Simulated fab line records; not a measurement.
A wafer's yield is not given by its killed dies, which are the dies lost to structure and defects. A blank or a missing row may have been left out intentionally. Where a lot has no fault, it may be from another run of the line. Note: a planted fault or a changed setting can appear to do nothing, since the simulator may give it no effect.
Which tool did it? || flow nand-harc || 13 lots, 39 wafers sampled, at 5 steps of a route of 1159

WHAT EACH GAUGE READ, for each wafer
NHARC_END_SORT_01.
{"lot": "L515", "measured": "day 19 12:22", "on": "prober-02", "defect-limited-yield (%)": "97.6 97.9 97.2", "killed-at-array": "12 10 16", "killed-at-other": "0 0 0", "killed-at-periphery": "4 4 3", "killed-dies": "16 14 19", "killed-open": "4 1 3", "killed-short": "0 0 4", "sort_bin_2_pct (%)": "0.9 0.7 1.0", "sort_bin_3_pct (%)": "0 0 0.15", "sort_bin_4_pct (%)": "1.5 1.3 1.6", "sort-n-pass": "661 663 658", "sort-rim-yield-pct (%)": "100.0 98.1 99.1", "sort-yield-pct (%)": "97.6 97.9 97.2"}
{"lot": "L513", "measured": "day 20 13:37", "on": "prober-02", "defect-limited-yield (%)": "92.9 95.3 93.2", "killed-at-array": "42 23 34", "killed-at-other": "2 1 1", "killed-at-periphery": "4 8 11", "killed-dies": "48 32 46", "killed-open": "3 3 1", "killed-short": "5 1 2", "sort_bin_2_pct (%)": "1.0 1.2 1.9", "sort_bin_3_pct (%)": "0.15 0.30 0", "sort_bin_4_pct (%)": "5.9 3.2 4.9", "sort-n-pass": "629 645 631", "sort-rim-yield-pct (%)": "99.1 98.1 97.2", "sort-yield-pct (%)": "92.9 95.3 93.2"}
{"lot": "L516", "measured": "day 20 20:37", "on": "prober-02", "defect-limited-yield (%)": "94.1 93.4 93.1", "killed-at-array": "38 42 41", "killed-at-other": "1 0 0", "killed-at-periphery": "1 3 6", "killed-dies": "40 45 47", "killed-open": "2 1 6", "killed-short": "2 4 1", "sort_bin_2_pct (%)": "1.3 1.8 1.9", "sort_bin_3_pct (%)": "0.30 0.59 0.15", "sort_bin_4_pct (%)": "4.3 4.3 4.9", "sort-n-pass": "637 632 630", "sort-rim-yield-pct (%)": "97.2 100.0 98.1", "sort-yield-pct (%)": "94.1 93.4 93.1"}
{"lot": "L526", "measured": "day 22 19:23", "on": "prober-01", "defect-limited-yield (%)": "0 95.9 95.9", "killed-at-array": "18 15 24", "killed-at-other": "656 2 1", "killed-at-periphery": "3 11 3", "killed-dies": "677 28 28", "killed-open": "2 2 4", "killed-short": "3 2 1", "sort_bin_2_pct (%)": "98.1 1.8 2.1", "sort_bin_3_pct (%)": "0 0.30 0", "sort_bin_4_pct (%)": "1.9 2.1 2.1", "sort-n-pass": "0 649 649", "sort-rim-yield-pct (%)": "0 97.2 97.2", "sort-yield-pct (%)": "0 95.9 95.9"}
{"lot": "L525", "measured": "day 22 17:23", "on": "prober-02", "defect-limited-yield (%)": "94.5 0 93.1", "killed-at-array": "35 49 46", "killed-at-other": "0 624 0", "killed-at-periphery": "2 4 1", "killed-dies": "37 677 47", "killed-open": "2 2 2", "killed-short": "0 6 2", "sort_bin_2_pct (%)": "2.2 95.0 2.1", "sort_bin_3_pct (%)": "0 0.15 0.74", "sort_bin_4_pct (%)": "3.2 4.9 4.1", "sort-n-pass": "640 0 630", "sort-rim-yield-pct (%)": "99.1 0 95.3", "sort-yield-pct (%)": "94.5 0 93.1"}
{"lot": "L530", "measured": "day 23 15:29", "on": "prober-01", "defect-limited-yield (%)": "94.8 97.0 96.5", "killed-at-array": "31 16 21", "killed-at-other": "1 2 0", "killed-at-periphery": "3 2 3", "killed-dies": "35 20 24", "killed-open": "7 3 3", "killed-short": "4 1 4", "sort_bin_2_pct (%)": "1.3 1.2 1.0", "sort_bin_3_pct (%)": "0.15 0.15 0.30", "sort_bin_4_pct (%)": "3.7 1.6 2.2", "sort-n-pass": "642 657 653", "sort-rim-yield-pct (%)": "96.2 99.1 100.0", "sort-yield-pct (%)": "94.8 97.0 96.5"}
{"lot": "L529", "measured": "day 24 00:53", "on": "prober-01", "defect-limited-yield (%)": "95.9 92.5 93.4", "killed-at-array": "21 40 38", "killed-at-other": "2 0 1", "killed-at-periphery": "5 11 6", "killed-dies": "28 51 45", "killed-open": "4 5 6", "killed-short": "1 4 0", "sort_bin_2_pct (%)": "1.2 2.5 2.1", "sort_bin_3_pct (%)": "0.15 0.59 0.30", "sort_bin_4_pct (%)": "2.8 4.4 4.3", "sort-n-pass": "649 626 632", "sort-rim-yield-pct (%)": "99.1 96.2 92.5", "sort-yield-pct (%)": "95.9 92.5 93.4"}
{"lot": "L533", "measured": "day 25 08:32", "on": "prober-01", "defect-limited-yield (%)": "95.9 94.5 94.4", "killed-at-array": "27 29 33", "killed-at-other": "0 2 1", "killed-at-periphery": "1 6 4", "killed-dies": "28 37 38", "killed-open": "0 3 2", "killed-short": "1 0 2", "sort_bin_2_pct (%)": "0.6 1.0 2.1", "sort_bin_3_pct (%)": "0.15 0 0.44", "sort_bin_4_pct (%)": "3.4 4.4 3.1", "sort-n-pass": "649 640 639", "sort-rim-yield-pct (%)": "100.0 95.3 100.0", "sort-yield-pct (%)": "95.9 94.5 94.4"}
{"lot": "L534", "measured": "day 25 03:05", "on": "prober-01", "defect-limited-yield (%)": "94.4 93.2 91.9", "killed-at-array": "37 45 50", "killed-at-other": "0 0 1", "killed-at-periphery": "1 1 4", "killed-dies": "38 46 55", "killed-open": "2 1 1", "killed-short": "2 2 6", "sort_bin_2_pct (%)": "1.8 2.5 3.1", "sort_bin_3_pct (%)": "0.30 0.15 0.44", "sort_bin_4_pct (%)": "3.5 4.1 4.6", "sort-n-pass": "639 631 622", "sort-rim-yield-pct (%)": "100.0 97.2 99.1", "sort-yield-pct (%)": "94.4 93.2 91.9"}

WHICH TOOL RAN EACH LOT (tool, then ch and the chambers of the sampled wafers, then the start)
{"lot": "L515", "NHARC_THIN_TSV_DEP_43": "pecvd-03 ch 1,2, day 18 22:05", "NHARC_THIN_TSV_DEP_47": "pecvd-04 ch 0,2, day 19 00:53", "NHARC_THIN_TSV_ETCHBACK_48": "rie-diel-02 ch 0,1, day 19 01:25", "NHARC_THIN_TSV_PRE_CLEAN_54": "pvd-sputter-03, day 19 04:12"}
{"lot": "L514", "NHARC_THIN_TSV_DEP_43": "pecvd-02 ch 0,1,2, day 19 03:38", "NHARC_THIN_TSV_DEP_47": "pecvd-03 ch 0,2, day 19 06:29", "NHARC_THIN_TSV_ETCHBACK_48": "rie-diel-13 ch 0,1, day 19 07:02", "NHARC_THIN_TSV_PRE_CLEAN_54": "pvd-sputter-01, day 19 09:44"}
{"lot": "L513", "NHARC_THIN_TSV_DEP_43": "pecvd-02 ch 0,1, day 19 06:03", "NHARC_THIN_TSV_DEP_47": "pecvd-02 ch 0,1,2, day 19 08:49", "NHARC_THIN_TSV_ETCHBACK_48": "rie-diel-13 ch 1,2, day 19 09:12", "NHARC_THIN_TSV_PRE_CLEAN_54": "pvd-sputter-03, day 19 12:10"}
{"lot": "L512", "NHARC_THIN_TSV_DEP_43": "pecvd-03 ch 0,2, day 19 07:16", "NHARC_THIN_TSV_DEP_47": "pecvd-03 ch 0,2, day 19 10:03", "NHARC_THIN_TSV_ETCHBACK_48": "rie-diel-11 ch 0,1,3, day 19 10:35", "NHARC_THIN_TSV_PRE_CLEAN_54": "pvd-sputter-01, day 19 13:13"}
{"lot": "L516", "NHARC_THIN_TSV_DEP_43": "pecvd-02 ch 0,2, day 19 10:11", "NHARC_THIN_TSV_DEP_47": "pecvd-02 ch 0,2, day 19 12:56", "NHARC_THIN_TSV_ETCHBACK_48": "rie-diel-02 ch 2,3, day 19 13:15", "NHARC_THIN_TSV_PRE_CLEAN_54": "pvd-sputter-02, day 19 15:52"}
{"lot": "L517", "NHARC_THIN_TSV_DEP_43": "pecvd-04 ch 0,2, day 19 16:47", "NHARC_THIN_TSV_DEP_47": "pecvd-02 ch 0,1, day 19 19:25", "NHARC_THIN_TSV_ETCHBACK_48": "rie-diel-02 ch 0,3, day 19 19:49", "NHARC_THIN_TSV_PRE_CLEAN_54": "pvd-sputter-02, day 19 22:38"}
{"lot": "L521", "NHARC_THIN_TSV_DEP_43": "pecvd-04 ch 0,2, day 21 01:58", "NHARC_THIN_TSV_DEP_47": "pecvd-02 ch 1,2, day 21 05:17", "NHARC_THIN_TSV_ETCHBACK_48": "rie-diel-11 ch 1,2, day 21 05:47", "NHARC_THIN_TSV_PRE_CLEAN_54": "pvd-sputter-02, day 21 08:22"}
{"lot": "L526", "NHARC_THIN_TSV_DEP_43": "pecvd-02 ch 0,1,2, day 22 01:09", "NHARC_THIN_TSV_DEP_47": "pecvd-02 ch 0,1,2, day 22 03:49", "NHARC_THIN_TSV_ETCHBACK_48": "rie-diel-13 ch 1,2,3, day 22 04:17", "NHARC_THIN_TSV_PRE_CLEAN_54": "pvd-sputter-01, day 22 06:47"}
{"lot": "L525", "NHARC_THIN_TSV_DEP_43": "pecvd-02 ch 0,2, day 22 02:20", "NHARC_THIN_TSV_DEP_47": "pecvd-04 ch 0,1, day 22 04:48", "NHARC_THIN_TSV_ETCHBACK_48": "rie-diel-11 ch 0,1,3, day 22 05:12", "NHARC_THIN_TSV_PRE_CLEAN_54": "pvd-sputter-01, day 22 07:48"}
{"lot": "L530", "NHARC_THIN_TSV_DEP_43": "pecvd-03 ch 0,1,2, day 23 01:11", "NHARC_THIN_TSV_DEP_47": "pecvd-02 ch 1,2, day 23 03:56", "NHARC_THIN_TSV_ETCHBACK_48": "rie-diel-13 ch 1,2, day 23 04:19", "NHARC_THIN_TSV_PRE_CLEAN_54": "pvd-sputter-01, day 23 07:07"}
{"lot": "L529", "NHARC_THIN_TSV_DEP_43": "pecvd-04 ch 0,1,2, day 23 02:29", "NHARC_THIN_TSV_DEP_47": "pecvd-03 ch 0,1,2, day 23 05:09", "NHARC_THIN_TSV_ETCHBACK_48": "rie-diel-13 ch 1,2, day 23 05:25", "NHARC_THIN_TSV_PRE_CLEAN_54": "pvd-sputter-02, day 23 08:07"}
{"lot": "L533", "NHARC_THIN_TSV_DEP_43": "pecvd-03 ch 1,2, day 24 08:26", "NHARC_THIN_TSV_DEP_47": "pecvd-03 ch 1,2, day 24 11:29", "NHARC_THIN_TSV_ETCHBACK_48": "rie-diel-02 ch 0,2,3, day 24 11:53", "NHARC_THIN_TSV_PRE_CLEAN_54": "pvd-sputter-01, day 24 14:43"}
{"lot": "L534", "NHARC_THIN_TSV_DEP_43": "pecvd-03 ch 0,1,2, day 24 09:47", "NHARC_THIN_TSV_DEP_47": "pecvd-02 ch 0,1,2, day 24 12:20", "NHARC_THIN_TSV_ETCHBACK_48": "rie-diel-13 ch 0,2,3, day 24 12:40", "NHARC_THIN_TSV_PRE_CLEAN_54": "pvd-sputter-03, day 24 15:24"}
- NHARC_THIN_TSV_DEP_43: deposits SiO2, target thk 1328.5 nm.
- NHARC_THIN_TSV_DEP_47: deposits SiO2, target thk 200 nm.
- NHARC_THIN_TSV_ETCHBACK_48: etches the open film in C4F8/Ar, target depth 1028.5 nm, time 405.17 s.
- NHARC_THIN_TSV_PRE_CLEAN_54: time 30 s.

WHAT THE TOOLS THEMSELVES READ (means of the sampled wafers that have a number; where no wafer has one, the mark that the record gives instead)
NHARC_THIN_TSV_DEP_43.
{"lot": "L515", "tool": "pecvd-03", "throttle-valve-pct (%)": 16.0}
{"lot": "L514", "tool": "pecvd-02", "throttle-valve-pct (%)": 15.8}
{"lot": "L513", "tool": "pecvd-02", "throttle-valve-pct (%)": 15.7}
{"lot": "L512", "tool": "pecvd-03", "throttle-valve-pct (%)": 16.0}
{"lot": "L516", "tool": "pecvd-02", "throttle-valve-pct (%)": 15.3}
{"lot": "L517", "tool": "pecvd-04", "throttle-valve-pct (%)": 15.1}
{"lot": "L521", "tool": "pecvd-04", "throttle-valve-pct (%)": 15.4}
{"lot": "L526", "tool": "pecvd-02", "throttle-valve-pct (%)": 15.7}
{"lot": "L525", "tool": "pecvd-02", "throttle-valve-pct (%)": 15.4}
{"lot": "L530", "tool": "pecvd-03", "throttle-valve-pct (%)": 15.6}
{"lot": "L529", "tool": "pecvd-04", "throttle-valve-pct (%)": 15.8}
{"lot": "L533", "tool": "pecvd-03", "throttle-valve-pct (%)": 16.0}
{"lot": "L534", "tool": "pecvd-03", "throttle-valve-pct (%)": 15.7}

NHARC_THIN_TSV_DEP_47.
{"lot": "L515", "tool": "pecvd-04", "throttle-valve-pct (%)": 15.3}
{"lot": "L514", "tool": "pecvd-03", "throttle-valve-pct (%)": 16.0}
{"lot": "L513", "tool": "pecvd-02", "throttle-valve-pct (%)": 15.5}
{"lot": "L512", "tool": "pecvd-03", "throttle-valve-pct (%)": 16.0}
{"lot": "L516", "tool": "pecvd-02", "throttle-valve-pct (%)": 15.1}
{"lot": "L517", "tool": "pecvd-02", "throttle-valve-pct (%)": 16.0}
{"lot": "L521", "tool": "pecvd-02", "throttle-valve-pct (%)": 15.6}
{"lot": "L526", "tool": "pecvd-02", "throttle-valve-pct (%)": 15.7}
{"lot": "L525", "tool": "pecvd-04", "throttle-valve-pct (%)": 16.0}
{"lot": "L530", "tool": "pecvd-02", "throttle-valve-pct (%)": 15.7}
{"lot": "L529", "tool": "pecvd-03", "throttle-valve-pct (%)": 15.6}
{"lot": "L533", "tool": "pecvd-03", "throttle-valve-pct (%)": 16.0}
{"lot": "L534", "tool": "pecvd-02", "throttle-valve-pct (%)": 15.6}

NHARC_THIN_TSV_ETCHBACK_48.
{"lot": "L515", "tool": "rie-diel-02", "oes-product-au (a.u.)": 1.00, "rf-vpp-V (V)": 542.8}
{"lot": "L514", "tool": "rie-diel-13", "oes-product-au (a.u.)": 0.92, "rf-vpp-V (V)": 548.1}
{"lot": "L513", "tool": "rie-diel-13", "oes-product-au (a.u.)": 0.92, "rf-vpp-V (V)": 547.7}
{"lot": "L512", "tool": "rie-diel-11", "oes-product-au (a.u.)": 0.91, "rf-vpp-V (V)": 548.6}
{"lot": "L516", "tool": "rie-diel-02", "oes-product-au (a.u.)": 0.98, "rf-vpp-V (V)": 546.1}
{"lot": "L517", "tool": "rie-diel-02", "oes-product-au (a.u.)": 0.96, "rf-vpp-V (V)": 543.6}
{"lot": "L521", "tool": "rie-diel-11", "oes-product-au (a.u.)": 0.92, "rf-vpp-V (V)": 547.5}
{"lot": "L526", "tool": "rie-diel-13", "oes-product-au (a.u.)": 0.97, "rf-vpp-V (V)": 548.9}
{"lot": "L525", "tool": "rie-diel-11", "oes-product-au (a.u.)": 0.96, "rf-vpp-V (V)": 548.7}
{"lot": "L530", "tool": "rie-diel-13", "oes-product-au (a.u.)": 0.93, "rf-vpp-V (V)": 545.7}
{"lot": "L529", "tool": "rie-diel-13", "oes-product-au (a.u.)": 0.99, "rf-vpp-V (V)": 547.3}
{"lot": "L533", "tool": "rie-diel-02", "oes-product-au (a.u.)": 0.92, "rf-vpp-V (V)": 545.4}
{"lot": "L534", "tool": "rie-diel-13", "oes-product-au (a.u.)": 0.92, "rf-vpp-V (V)": 546.3}

NHARC_THIN_TSV_PRE_CLEAN_54.
{"lot": "L515", "tool": "pvd-sputter-03", "heater-power-w (W)": 392}
{"lot": "L514", "tool": "pvd-sputter-01", "heater-power-w (W)": 404}
{"lot": "L513", "tool": "pvd-sputter-03", "heater-power-w (W)": 384}
{"lot": "L512", "tool": "pvd-sputter-01", "heater-power-w (W)": 374}
{"lot": "L516", "tool": "pvd-sputter-02", "heater-power-w (W)": 446}
{"lot": "L517", "tool": "pvd-sputter-02", "heater-power-w (W)": 442}
{"lot": "L521", "tool": "pvd-sputter-02", "heater-power-w (W)": 421}
{"lot": "L526", "tool": "pvd-sputter-01", "heater-power-w (W)": 351}
{"lot": "L525", "tool": "pvd-sputter-01", "heater-power-w (W)": 412}
{"lot": "L530", "tool": "pvd-sputter-01", "heater-power-w (W)": 450}
{"lot": "L529", "tool": "pvd-sputter-02", "heater-power-w (W)": 413}
{"lot": "L533", "tool": "pvd-sputter-01", "heater-power-w (W)": 383}
{"lot": "L534", "tool": "pvd-sputter-03", "heater-power-w (W)": 403}

THE ANSWER, worked out from the rows above alone
Rule: the lots themselves supply what counts as usual. The widest of any qualifying gaps counts: lots, ordered by their means at a reading, are off when they make up no more than a third of the lots, leave a main group of 4 or more, and stand apart from it by 3 or more times the standard deviation of that group's means. If all means in a main group match to the digits the tables above print for the reading, that group is not used. Also off: a lot with no number at a reading for which 4 or more lots have one. The other lots that the step has rows for count as sound. First the gauges in route order, then the tools' own readings, where a lot's mean is used as printed above. The first step at which some lot is off is used, and at that step the reading that is off furthest; a lot without a number counts as furthest.
Off at NHARC_END_SORT_01 (killed-at-other): L526, L525. For the main group the mean is 0.7 and the standard deviation 0.45. Neither off nor sound, because the step has no rows for them: L514, L512, L517, L521.
A tool fits if, at a process step before that reading, it ran every lot that is off, and no sound lot after the first of them. Those tools and the gauges at NHARC_END_SORT_01 are tried in the same way. One candidate fits, namely pecvd-02 at NHARC_THIN_TSV_DEP_43. Its last sound lot is L516 (day 19 10:11), its first lot that is off L526 (day 22 01:09): a fault that began between those two fits.

WHAT THE SIMULATOR HAD PUT IN
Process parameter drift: pecvd-02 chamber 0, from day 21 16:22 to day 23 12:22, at NHARC_THIN_TSV_DEP_43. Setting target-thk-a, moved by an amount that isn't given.
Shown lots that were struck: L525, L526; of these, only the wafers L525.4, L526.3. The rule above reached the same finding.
